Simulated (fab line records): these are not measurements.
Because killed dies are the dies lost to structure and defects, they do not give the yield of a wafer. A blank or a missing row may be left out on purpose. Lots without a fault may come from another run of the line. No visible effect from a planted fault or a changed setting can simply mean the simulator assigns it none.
A struck lot beside a sound one :: flow nand_harc :: 20 out of 1302 route steps
Sound: wafers L439.1, L439.2, L439.6. The struck wafers were L428.1, L428.4, L428.5. The cause is given at the end.
Order at every step that has rows: each side's tool, ch and its chambers, its first start. Under that, the readings that differ: sound wafers :: struck wafers :: difference of the means :: sigmas: that difference in standard deviations of wafers without a fault.
alike: same words and numbers on both sides, and readings whose means sit less than 2 such deviations apart. not compared: any withheld reading, any reading some wafer has no value for, any bound like >300 that may hide the same value, and any number with overlapping values for which the record gives no deviation.
Wherever a step has rows on one side only, a row that says differs or no value, or a row with sigmas, the two part there. Non-overlapping numbers with no deviation appear without sigmas and do not part them. A reading that every wafer of one side lacks parts them only if that side has two wafers or more.

NHARC_A_ONON_D2_INSPECT_32:
  sound on defect_inspect-01 at day 19 14:19; struck on defect_inspect-01 at day 15 10:07
  alike: raw_defect_count
NHARC_A_CHANNEL_HOLE_D2_DEP_00: deposits aC, target thk 3100 nm.
  sound on acl_dep-03 ch 0, day 19 16:56; struck on acl_dep-01 ch 0, day 15 10:11
  alike: throttle_valve_pct
NHARC_A_CHANNEL_HOLE_D2_DEP_01: deposits SiON, target thk 140 nm.
  sound on pecvd-01 ch 0,1, day 19 18:50; struck on pecvd-04 ch 0,1,2, day 15 12:11
  alike: heater_power_outer_w, heater_power_w
then, 8 steps without rows for these wafers: NHARC_A_CHANNEL_HOLE_D2_DEHYDRATE_02 (time 120 s); NHARC_A_CHANNEL_HOLE_D2_HMDS_03 (time 30 s); NHARC_A_CHANNEL_HOLE_D2_COAT_36 (time 75 s); NHARC_A_CHANNEL_HOLE_D2_COAT_37 (time 65 s); NHARC_A_CHANNEL_HOLE_D2_COAT_04 (resist thk 90 nm); NHARC_A_CHANNEL_HOLE_D2_SOFTBAKE_05 (time 55 s); NHARC_A_CHANNEL_HOLE_D2_EBR_06; NHARC_A_CHANNEL_HOLE_D2_EXPOSE_07 (exposes mask HOLE D2, target cd 100 nm).
NHARC_A_CHANNEL_HOLE_D2_PEB_08: peb time 65 s.
  sound on litho_track-06 ch 0, day 19 19:22; struck on litho_track-04 ch 0, day 15 12:47
reading: heater_power_total_W (W)
sound: 156.8 156.0 157.2
struck: 162.7 162.9 161.8
difference: +5.8
sigmas: +13
then, 1 step without rows for these wafers: NHARC_A_CHANNEL_HOLE_D2_DEVELOP_09 (develop time 35 s).
NHARC_A_CHANNEL_HOLE_D2_CD_MEAS_10 targets a cd of 100 nm.
  sound on cd_sem-03 ch 0, day 19 19:26; struck on cd_sem-03 ch 0, day 15 12:52
reading: cd_nm (nm)
sound: 99.3 99.5 99.1
struck: 98.0 97.9 98.0
difference: -1.3
sigmas: -2
NHARC_A_CHANNEL_HOLE_D2_OVL_MEAS_11:
  sound on overlay-01 at day 19 19:31; struck on overlay-01 at day 15 12:56
  alike: overlay_x_nm, overlay_y_nm
NHARC_A_CHANNEL_HOLE_D2_INSPECT_12:
  sound on defect_inspect-02 at day 19 19:34; struck on defect_inspect-02 at day 15 12:59
  alike: raw_defect_count
NHARC_A_CHANNEL_HOLE_D2_DESCUM_15: chemistry O2, time 3 s.
  sound on rie_diel-06 ch 0,2,3, day 19 19:37; struck on rie_diel-02 ch 0,1,3, day 15 13:04
  alike: drypump_motor_current_A, oes_product_au, rf_vpp_V, showerhead_plenum_p_Torr, throttle_valve_pct
  not compared: rf_hours_counter_h, model.A_CHANNEL_HOLE_D2.cd_nm
NHARC_A_CHANNEL_HOLE_D2_ETCH_38: etches the open film in CF4, target depth 39 nm, time 65 s.
  sound on rie_diel-06 ch 0,2,3, day 19 19:44; struck on rie_diel-02 ch 1,2, day 15 13:08
  alike: cf4_flow_sccm, drypump_motor_current_A, oes_product_au, rf_vpp_V, showerhead_plenum_p_Torr, throttle_valve_pct
  not compared: rf_hours_counter_h, model.A_CHANNEL_HOLE_D2.cd_nm
NHARC_A_CHANNEL_HOLE_D2_ETCH_39: etches the open film in N2/H2, target depth 260 nm, time 325 s.
  sound: rie_diel-06 ch 2,3; struck: rie_diel-02 ch 1,2,3
  alike: drypump_motor_current_A, oes_product_au, rf_vpp_V, showerhead_plenum_p_Torr, throttle_valve_pct
  not compared: rf_hours_counter_h
-- the record jumps here: 11 days lie between the struck wafers' starts before and after (it left off in module A_CHANNEL_HOLE_D2 and takes up again in module END, whose first step shown is number 1302 of the route) --
NHARC_END_SORT_01:
  here the record holds rows for the struck wafers (prober-02 ch 0, day 26 15:13) but none for the sound ones

== WHERE THEY PART ==
Last at NHARC_END_SORT_01 as far as this record goes, first at NHARC_A_CHANNEL_HOLE_D2_PEB_08.

WHY: whatever the simulator had introduced
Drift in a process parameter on litho_track-04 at NHARC_A_CHANNEL_HOLE_D2_PEB_08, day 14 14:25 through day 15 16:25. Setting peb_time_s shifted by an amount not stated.
